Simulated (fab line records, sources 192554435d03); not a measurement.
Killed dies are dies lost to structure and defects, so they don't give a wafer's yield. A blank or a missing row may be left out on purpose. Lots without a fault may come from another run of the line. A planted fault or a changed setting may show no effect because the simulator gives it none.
fab line records | flow n5_finfet
record lots=4 wafers=12 last_day=18
route steps=1938 shown BEOL_M4@1099 BEOL_M5@1112 PASSIVATION@1936
lots that met no fault: from a run of the same line without faults
start_h: hours from the record's first day to the start of the lot's first wafer shown | wait_h: hours since the lot's step before | " the same as in the row above | L1.1+2: a row that stands for several wafers | - no value, or no start given | * or withheld: withheld | < > ~ a bound
route shown NAME@n: a module of which the file shows steps, and the number in the route of the first | usual: mean/standard deviation of fault-free wafers | same: alike in all rows | chamber/n: place in a boat | sites: the reading at each site | _std_site: their standard deviation | _edge_site: outer sites' mean less inner sites' | radius_mm: how far each site lies from the wafer's centre | mask NAME#n: copy n | behind: the tool/chamber that last shaped the wafer | hold: why the lot was held/for how many hours/how that ended | device: the transistor (n, p or np) that didn't switch | end of line: the same wafers' tests at the end of the route | a step without rows: its recipe alone | killed: dies lost to structure and defects at the first sort, not the wafer's yield | map: a wafer's dies, x killed, . not, _ none there
set.NAME: the setting as run; set.NAME@STEP: as run at that earlier step | model.NAME: the simulator's own value behind a step, which no gauge read
lots at some steps of the route; a table a step, a row a wafer
services: from which hour (start_h, from the record's first day; less than 0 if before it) a tool's chamber was out of use, for how many hours, and why
## steps
# step N5_BEOL_M4_ANNEAL_95
# recipe temp_c=400 time_s=240 ambient=vacuum
# step N5_BEOL_M4_SPUTTER_96
# recipe material=Cu target_thk_a=45 temp_c=-20 chamber_pressure_pa=0.07 power_w=withheld time_s=8.29
# step N5_BEOL_M4_ECD_50
# recipe material=Cu target_thk_a=3000
# step N5_BEOL_M4_ANNEAL_51
# recipe temp_c=225 time_s=90 ambient=N2
# step N5_BEOL_M4_CMP_52
# recipe stop_on=SiOC t_overpolish_s=6.8 down_force_psi=1 platen_rpm=50 clearing_platen_down_force_psi=1.5 clearing_platen_rpm=50 post_cmp_clean=cu_alkaline target_thk_nm=40 clearing_platen_pad_velocity_m_s=0.99484 pad_velocity_m_s=0.99484
# step N5_BEOL_M4_PRE_CLEAN_60
# recipe gas=NH3/H2 time_s=15 temp_c=* rf_power_w=300
# step N5_BEOL_M4_CO_CAP_55
# recipe material=Co target_thk_a=20 temp_c=200 precursor=CCTBA/H2 pressure_torr=30 time_s=102.1
# step N5_BEOL_M4_PRE_CLEAN_56
# recipe gas=NH3 time_s=15 temp_c=withheld rf_power_w=300
# step N5_BEOL_M4_DEP_57
# recipe material=SiCN target_thk_a=80 temp_c=withheld precursor=3MS/NH3 pressure_torr=3 rf_w=202 time_s=14
# step N5_BEOL_M4_RC_MEAS_101
# usual DIBL_N=37.1/1.8 DIBL_P=37.2/2.1 IOFF_N=0.17/0.033 IOFF_P=0.22/0.037 ION_N=680/11 ION_P=464/7.7 SS_N=71.7/0.63 SS_P=73.6/0.67 VT_N=248.9/2.9 VT_P=-251/3.6
# columns lot.wafer tool chamber start_h wait_h DIBL_N[mV/V] DIBL_P[mV/V] IOFF_N[nA/um] IOFF_P[nA/um] ION_N[uA/um] ION_P[uA/um] SS_N[mV/dec] SS_P[mV/dec] VT_N[mV] VT_P[mV]
L256.2 prober-02 0 213.20 0.2 39.1 41.6 0.20 0.26 691 472 72.0 74.1 246.7 -250
L256.3 " 0 " " 36.6 37.8 0.16 0.21 693 482 71.2 73.6 249.9 -250
L256.4 " 0 " " 37.2 38.0 0.16 0.20 668 453 71.5 72.9 250.0 -250
L267.1 prober-01 0 240.83 0.0 36.3 35.4 0.14 0.18 663 456 71.0 72.4 250.2 -252
L267.4 " 0 " " 38.0 38.2 0.19 0.23 683 469 71.9 73.8 248.1 -250
L267.5 " 0 " " 38.6 38.5 0.20 0.24 680 468 71.7 73.4 247.4 -247
L268.2 prober-02 0 259.23 0.2 38.6 41.3 0.21 0.25 690 462 71.7 74.6 246.1 -252
L268.4 " 0 " " 37.9 39.6 0.18 0.22 678 457 72.2 73.5 247.0 -250
L268.5 " 0 " " 40.2 42.5 0.24 0.28 683 461 72.6 74.7 246.3 -248
L279.1 prober-02 0 325.62 0.0 34.8 33.9 0.14 0.20 671 460 71.2 72.7 249.8 -247
L279.3 " 0 " " 37.9 36.6 0.20 0.23 695 469 72.3 73.9 245.1 -246
L279.6 " 0 " " 36.0 35.7 0.17 0.22 675 466 71.3 72.6 247.3 -246
# step N5_BEOL_M5_ILD_DEP_00
# recipe material=SiCOH_lowk target_thk_a=1406.4 temp_c=300 precursor=DEMS/porogen pressure_torr=5 rf_w=500 time_s=25.9
# step N5_BEOL_M5_CURE_79
# recipe temp_c=385 time_s=240 ambient=He/Ar material=SiCOH_lowk
# step N5_BEOL_M5_PECVD_70
# recipe material=SiO2 target_thk_a=160 temp_c=400 precursor=TEOS/O2 pressure_torr=5.5 rf_w=450 teos_flow_sccm=53.8 gas=O2 flow_sccm=3000 time_s=18
# step N5_BEOL_M5_HM_DEP_02
# recipe material=TiN target_thk_a=200 temp_c=25 chamber_pressure_pa=0.49996
# step N5_BEOL_M5_COAT_59
# recipe resist=SOC temp_c=250 time_s=60 spin_rpm=1500 resist_thk_nm=60
# step N5_BEOL_M5_COAT_60
# recipe resist=SiARC temp_c=220 time_s=60 spin_rpm=1500 resist_thk_nm=12
# step N5_BEOL_M5_COAT_71
# recipe resist=underlayer temp_c=205 time_s=60 spin_rpm=1500 resist_thk_nm=5
# step N5_BEOL_M5_COAT_05
# recipe resist=CAR-EUV spin_rpm=1500 resist_thk_nm=30
# step N5_BEOL_M5_EBR_07
# recipe solvent=PGMEA ebr_width_mm=1.5
# step N5_BEOL_M5_SOFTBAKE_06
# recipe temp_c=110 time_s=60 resist=CAR-EUV
# step N5_BEOL_M5_EXPOSE_08
# recipe mask_id=M5 na=0.33 source_shape=annular sigma_inner=0.4 sigma_outer=0.8 polarization=unpolarized target_cd_nm=28 dose_mj=35.75
# step N5_BEOL_M5_PEB_09
# recipe peb_temp_c=100 peb_time_s=60 resist=CAR-EUV
# step N5_BEOL_M5_DEVELOP_10
# recipe develop_time_s=30 developer=TMAH resist=CAR-EUV rinse_liquid=surfactant_rinse dry=air_spin dev_temp_c=23
# step N5_BEOL_M5_DESCUM_16
# recipe chemistry=O2 time_s=7 source_power_w=50 bias_power_w=20 pressure_mtorr=20 rf_frequency_hz=2.712e+07 temp_c=40 resist=CAR-EUV o2_flow_sccm=225
# step N5_BEOL_M5_ETCH_72
# recipe chemistry=N2/H2 target=underlayer target_depth_a=65 mask_material=CAR-EUV time_s=5.2 ion_energy_ev=200 pressure_mtorr=30 source_w=840 bias_w=150 n2_flow_sccm=200 h2_flow_sccm=200 ends=cleared
# step N5_BEOL_M5_ETCH_61
# recipe chemistry=CF4 target=SiARC target_depth_a=156 mask_material=CAR-EUV time_s=26 ion_energy_ev=80 pressure_mtorr=40 source_w=545 bias_w=36 Ar_flow_sccm=100 cf4_flow_sccm=100 ends=cleared
# step N5_BEOL_M5_ETCH_62
# recipe chemistry=N2/H2 target=SOC target_depth_a=750 overetch_a=150 mask_material=SiARC temp_c=40 time_s=112.5 ion_energy_ev=200 pressure_mtorr=30 source_w=840 bias_w=150 n2_flow_sccm=200 h2_flow_sccm=200
# step N5_BEOL_M5_STRIP_63
# recipe chemistry=N2/H2 temp_c=40 n2_flow_sccm=200 h2_flow_sccm=200 rf_frequency_hz=6e+07
# step N5_BEOL_M5_STRIP_73
# recipe chemistry=N2/H2 temp_c=40 n2_flow_sccm=200 h2_flow_sccm=200 rf_frequency_hz=6e+07
# step N5_BEOL_M5_STRIP_64
# recipe chemistry=CF4 resist=SiARC power_w=300 bias_power_w=75 pressure_mtorr=50 cf4_flow_sccm=150 rf_frequency_hz=6e+07
# step N5_BEOL_M5_HM_OPEN_17
# recipe chemistry=Cl2/BCl3 target_depth_a=200 overetch_a=60 target=TiN mask_material=SOC ion_energy_ev=150 pressure_mtorr=10 icp_w=1000 bias_w=126 Cl2_flow_sccm=53.25 bcl3_flow_sccm=21.75 Ar_flow_sccm=25
# step N5_BEOL_M5_STRIP_19
# recipe chemistry=O2 power_w=400 temp_c=40 pressure_mtorr=30 rf_frequency_hz=6e+07 bias_power_w=0 overash_fraction=0.2 o2_flow_sccm=225
# step N5_BEOL_M5_COAT_65
# recipe resist=SOC temp_c=250 time_s=60 spin_rpm=1500 resist_thk_nm=60
# step N5_BEOL_M5_COAT_66
# recipe resist=SiARC temp_c=220 time_s=60 spin_rpm=1500 resist_thk_nm=12
# step N5_BEOL_M5_ALD_86
# recipe material=TaN target_thk_a=* temp_c=275 ald_precursor_family=PDMAT ald_co_reactant=NH3 pressure_torr=3 carrier_flow_sccm=1500 pulse_time_s=2 purge_time_s=3 co_reactant_purge_time_s=2 co_reactant_pulse_time_s=3 ald_cycles=30 precursor_vessel_temp_c=75 precursor_vessel_pressure_torr=26.25 precursor_vessel_carrier_sccm=1000
# usual ald_cycles=30/0 chamber_pressure_Torr=3.000/0.0064 heater_power_w=414/39
# columns lot.wafer tool chamber start_h wait_h ald_cycles chamber_pressure_Torr heater_power_w
L256.2 ald_metal-03 1 220.18 0.2 30 3.003 367
L256.3 " 3 " " 30 2.991 408
L256.4 " 1 " " 30 3.009 375
L267.1 ald_metal-03 2 251.55 0.2 - - -
L267.4 " 3 " " - - -
L267.5 " 3 " " - - -
L268.2 ald_metal-02 2 266.47 0.1 - - -
L268.4 " 3 " " - - -
L268.5 " 2 " " - - -
L279.1 ald_metal-03 0 331.14 0.0 30 3.005 410
L279.3 " 2 " " 30 3.001 404
L279.6 " 2 " " 30 2.993 397
# step N5_PASSIVATION_PROBE_49
# usual defect_limited_yield=91.7/1.5 killed_at_M0_to_M3=32/10 killed_at_M4_up=14/5.3 killed_at_contacts=13/5.7 killed_at_front_end=37/10 killed_at_other=3.3/2.5 killed_dies=98/18 killed_on_rim=13/3.6 killed_open=65/13 killed_short=31/7.5 sort_bin_4_leakage=0.00/0.0099 sort_bin_5_function=4.9/0.91 sort_bin_6_memory=3.1/0.71 sort_n_pass=1082/18 sort_yield_pct=91.7/1.5
# same gross_dies=1180 killed_at_back_side=0 sort_bin_8_speed[%]=0
# columns lot.wafer tool chamber start_h wait_h defect_limited_yield[%] killed_at_M0_to_M3 killed_at_M4_up killed_at_contacts killed_at_front_end killed_at_other killed_dies killed_on_rim killed_open killed_short sort_bin_4_leakage[%] sort_bin_5_function[%] sort_bin_6_memory[%] sort_n_pass sort_yield_pct[%]
L267.1 prober-01 - 342.40 0.0 0 36 1109 10 14 11 1180 152 52 28 93.22 4.1 2.5 0 0
L267.4 prober-01 - 342.55 0.2 0 35 1092 11 36 6 1180 152 62 36 91.69 4.7 3.4 0 0
L267.5 prober-01 - 342.60 0.2 0 30 1090 10 43 7 1180 152 61 32 91.61 4.7 3.2 0 0
L268.2 prober-02 - 360.53 0.1 0 51 1067 16 45 1 1180 152 86 36 89.32 6.8 3.4 0 0
L268.4 prober-02 - 360.63 0.2 0 71 1051 12 44 2 1180 152 101 45 87.63 6.9 4.8 0 0
L268.5 prober-02 - 360.68 0.2 0 41 1085 16 35 3 1180 152 72 35 90.68 5.5 3.5 0 0
L279.1 prober-01 - 432.63 0.0 94.1 22 7 9 32 0 70 17 38 32 0 3.6 1.9 1110 94.1
L279.3 prober-01 - 432.73 0.1 92.7 22 13 23 27 1 86 15 61 25 0 4.2 2.9 1094 92.7
L279.6 prober-01 - 432.88 0.3 91.9 19 27 18 28 3 95 12 69 23 0 4.7 3.2 1085 91.9
# killed by level:class
L267.1 BEOL_M5:area_ald=1096 BEOL_M0_SAQP:geometric_particle:open=16 BEOL_M0_SAQP:geometric_particle:short=11 MOL_CONTACT_COAG:geometric_particle:open=8 BEOL_M5:geometric_particle:open=5 FIN_SAQP:geometric_particle:open=4 GATE_CUT:geometric_particle:short=4 BEOL_M3:geometric_particle:open=4
L267.4 BEOL_M5:area_ald=1075 FIN_SAQP:geometric_particle:open=16 BEOL_M0_SAQP:geometric_particle:short=15 BEOL_M0_SAQP:geometric_particle:open=14 MOL_CONTACT_COAG:geometric_particle:open=9 M5:area_ald=7 BEOL_M4:geometric_particle:open=6 BEOL_M3:geometric_particle:open=5
L267.5 BEOL_M5:area_ald=1072 FIN_SAQP:geometric_particle:open=15 BEOL_M0_SAQP:geometric_particle:short=11 M5:area_ald=9 FIN_SAQP:geometric_particle:short=8 MOL_CONTACT_COAG:geometric_particle:open=8 BEOL_M0_SAQP:geometric_particle:open=7 STI_FIN_REVEAL:geometric_particle:open=5
L268.2 BEOL_M5:area_ald=1049 FIN_SAQP:geometric_particle:open=16 MOL_CONTACT_COAG:geometric_particle:open=14 BEOL_M0_SAQP:geometric_particle:short=12 BEOL_M0_SAQP:geometric_particle:open=10 FIN_SAQP:geometric_particle:short=9 STI_FIN_REVEAL:geometric_particle:open=9 BEOL_M1:geometric_particle:open=9
L268.4 BEOL_M5:area_ald=1030 BEOL_M0_SAQP:geometric_particle:short=21 BEOL_M0_SAQP:geometric_particle:open=18 FIN_SAQP:geometric_particle:open=16 BEOL_M1:geometric_particle:open=13 MOL_CONTACT_COAG:geometric_particle:open=10 BEOL_M2:geometric_particle:open=10 BEOL_M4:geometric_particle:open=10
L268.5 BEOL_M5:area_ald=1063 FIN_SAQP:geometric_particle:open=16 MOL_CONTACT_COAG:geometric_particle:open=14 FIN_SAQP:geometric_particle:short=11 BEOL_M0:geometric_particle:open=10 BEOL_M0_SAQP:geometric_particle:open=10 BEOL_M0_SAQP:geometric_particle:short=9 M5:area_ald=7
L279.1 MOL_CONTACT_COAG:geometric_particle:open=7 STARTING-WAFER:geometric_particle:short=7 DUMMY_GATE:geometric_particle:open=6 BEOL_M4:geometric_particle:open=5 ILD0:geometric_particle:short=5 BEOL_M0_SAQP:geometric_particle:short=5 BEOL_M1:geometric_particle:short=5 FIN_SAQP:geometric_particle:open=4
L279.3 MOL_CONTACT_COAG:geometric_particle:open=18 BEOL_M3:geometric_particle:open=8 BEOL_M0_SAQP:geometric_particle:open=6 DUMMY_GATE:geometric_particle:open=5 MOL_CONTACT_COAG:geometric_particle:short=5 BEOL_M4:geometric_particle:open=5 ILD0:geometric_particle:open=4 FIN_SAQP:geometric_particle:short=3
L279.6 MOL_CONTACT_COAG:geometric_particle:open=15 BEOL_M4:geometric_particle:open=15 BEOL_M3:geometric_particle:open=8 STI_FIN_REVEAL:geometric_particle:open=5 DUMMY_GATE:geometric_particle:open=4 BEOL_M4:geometric_particle:short=4 BEOL_M0_SAQP:geometric_particle:open=4 MOL_CONTACT_COAG:geometric_particle:short=3
# map L267.1 (x killed, . not)
_________________xxxxxxxxxxxx________________
______________xxxxxxxxxxxxxxxxxx_____________
___________xxxxxxxxxxxxxxxxxxxxxxxx__________
__________xxxxxxxxxxxxxxxxxxxxxxxxxx_________
________xxxxxxxxxxxxxxxxxxxxxxxxxxxxxx_______
_______xxxxxxxxxxxxxxxxxxxxxxxxxxxxxxxx______
______xxxxxxxxxxxxxxxxxxxxxxxxxxxxxxxxxx_____
_____xxxxxxxxxxxxxxxxxxxxxxxxxxxxxxxxxxxx____
____xxxxxxxxxxxxxxxxxxxxxxxxxxxxxxxxxxxxxx___
___xxxxxxxxxxxxxxxxxxxxxxxxxxxxxxxxxxxxxxxx__
___xxxxxxxxxxxxxxxxxxxxxxxxxxxxxxxxxxxxxxxx__
__xxxxxxxxxxxxxxxxxxxxxxxxxxxxxxxxxxxxxxxxxx_
__xxxxxxxxxxxxxxxxxxxxxxxxxxxxxxxxxxxxxxxxxx_
_xxxxxxxxxxxxxxxxxxxxxxxxxxxxxxxxxxxxxxxxxxxx
_xxxxxxxxxxxxxxxxxxxxxxxxxxxxxxxxxxxxxxxxxxxx
_xxxxxxxxxxxxxxxxxxxxxxxxxxxxxxxxxxxxxxxxxxxx
_xxxxxxxxxxxxxxxxxxxxxxxxxxxxxxxxxxxxxxxxxxxx
_xxxxxxxxxxxxxxxxxxxxxxxxxxxxxxxxxxxxxxxxxxxx
_xxxxxxxxxxxxxxxxxxxxxxxxxxxxxxxxxxxxxxxxxxxx
_xxxxxxxxxxxxxxxxxxxxxxxxxxxxxxxxxxxxxxxxxxxx
_xxxxxxxxxxxxxxxxxxxxxxxxxxxxxxxxxxxxxxxxxxxx
__xxxxxxxxxxxxxxxxxxxxxxxxxxxxxxxxxxxxxxxxxx_
__xxxxxxxxxxxxxxxxxxxxxxxxxxxxxxxxxxxxxxxxxx_
___xxxxxxxxxxxxxxxxxxxxxxxxxxxxxxxxxxxxxxxx__
___xxxxxxxxxxxxxxxxxxxxxxxxxxxxxxxxxxxxxxxx__
____xxxxxxxxxxxxxxxxxxxxxxxxxxxxxxxxxxxxxx___
_____xxxxxxxxxxxxxxxxxxxxxxxxxxxxxxxxxxxx____
______xxxxxxxxxxxxxxxxxxxxxxxxxxxxxxxxxx_____
_______xxxxxxxxxxxxxxxxxxxxxxxxxxxxxxxx______
________xxxxxxxxxxxxxxxxxxxxxxxxxxxxxx_______
__________xxxxxxxxxxxxxxxxxxxxxxxxxx_________
___________xxxxxxxxxxxxxxxxxxxxxxxx__________
______________xxxxxxxxxxxxxxxxxx_____________
_________________xxxxxxxxxxxx________________
# map L268.2 (x killed, . not)
_________________xxxxxxxxxxxx________________
______________xxxxxxxxxxxxxxxxxx_____________
___________xxxxxxxxxxxxxxxxxxxxxxxx__________
__________xxxxxxxxxxxxxxxxxxxxxxxxxx_________
________xxxxxxxxxxxxxxxxxxxxxxxxxxxxxx_______
_______xxxxxxxxxxxxxxxxxxxxxxxxxxxxxxxx______
______xxxxxxxxxxxxxxxxxxxxxxxxxxxxxxxxxx_____
_____xxxxxxxxxxxxxxxxxxxxxxxxxxxxxxxxxxxx____
____xxxxxxxxxxxxxxxxxxxxxxxxxxxxxxxxxxxxxx___
___xxxxxxxxxxxxxxxxxxxxxxxxxxxxxxxxxxxxxxxx__
___xxxxxxxxxxxxxxxxxxxxxxxxxxxxxxxxxxxxxxxx__
__xxxxxxxxxxxxxxxxxxxxxxxxxxxxxxxxxxxxxxxxxx_
__xxxxxxxxxxxxxxxxxxxxxxxxxxxxxxxxxxxxxxxxxx_
_xxxxxxxxxxxxxxxxxxxxxxxxxxxxxxxxxxxxxxxxxxxx
_xxxxxxxxxxxxxxxxxxxxxxxxxxxxxxxxxxxxxxxxxxxx
_xxxxxxxxxxxxxxxxxxxxxxxxxxxxxxxxxxxxxxxxxxxx
_xxxxxxxxxxxxxxxxxxxxxxxxxxxxxxxxxxxxxxxxxxxx
_xxxxxxxxxxxxxxxxxxxxxxxxxxxxxxxxxxxxxxxxxxxx
_xxxxxxxxxxxxxxxxxxxxxxxxxxxxxxxxxxxxxxxxxxxx
_xxxxxxxxxxxxxxxxxxxxxxxxxxxxxxxxxxxxxxxxxxxx
_xxxxxxxxxxxxxxxxxxxxxxxxxxxxxxxxxxxxxxxxxxxx
__xxxxxxxxxxxxxxxxxxxxxxxxxxxxxxxxxxxxxxxxxx_
__xxxxxxxxxxxxxxxxxxxxxxxxxxxxxxxxxxxxxxxxxx_
___xxxxxxxxxxxxxxxxxxxxxxxxxxxxxxxxxxxxxxxx__
___xxxxxxxxxxxxxxxxxxxxxxxxxxxxxxxxxxxxxxxx__
____xxxxxxxxxxxxxxxxxxxxxxxxxxxxxxxxxxxxxx___
_____xxxxxxxxxxxxxxxxxxxxxxxxxxxxxxxxxxxx____
______xxxxxxxxxxxxxxxxxxxxxxxxxxxxxxxxxx_____
_______xxxxxxxxxxxxxxxxxxxxxxxxxxxxxxxx______
________xxxxxxxxxxxxxxxxxxxxxxxxxxxxxx_______
__________xxxxxxxxxxxxxxxxxxxxxxxxxx_________
___________xxxxxxxxxxxxxxxxxxxxxxxx__________
______________xxxxxxxxxxxxxxxxxx_____________
_________________xxxxxxxxxxxx________________
## services
# columns tool chamber start_h hours kind
ald_metal-03 2 200.89 24.1 repair
ald_metal-02 3 221.47 8.5 repair
ald_metal-03 - 308.78 2.8 pm
ald_metal-02 1 309.81 - calibration
ald_metal-03 - 314.77 14.6 pm
## key
first_sign step=N5_BEOL_M5_ALD_86 reading=tool_record direction=missing
effect step=N5_PASSIVATION_PROBE_49 reading=sort_bin_4_leakage direction=up sigmas=99+ usual=0.00 struck=90.69
more_kills_born_at N5_BEOL_M5_ALD_86@ald_metal-03=3263 N5_BEOL_M5_ALD_86@ald_metal-02=3158
met_at N5_BEOL_M5_ALD_86
struck_wafers L267.1,L267.4,L267.5,L268.2,L268.4,L268.5
later_rows_left_out L267.1,L267.4,L267.5,L268.2,L268.4,L268.5
onset_between 220.18 251.55
fault kind=skipped_step_whole tool=ald_metal-02,ald_metal-03 chamber=- onset_h=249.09 steps=N5_BEOL_M5_ALD_86 scope=struck_lots_only
# later_rows_left_out: the simulator's readings of these wafers behind a module that went badly wrong aren't trusted and aren't shown, but for the sort
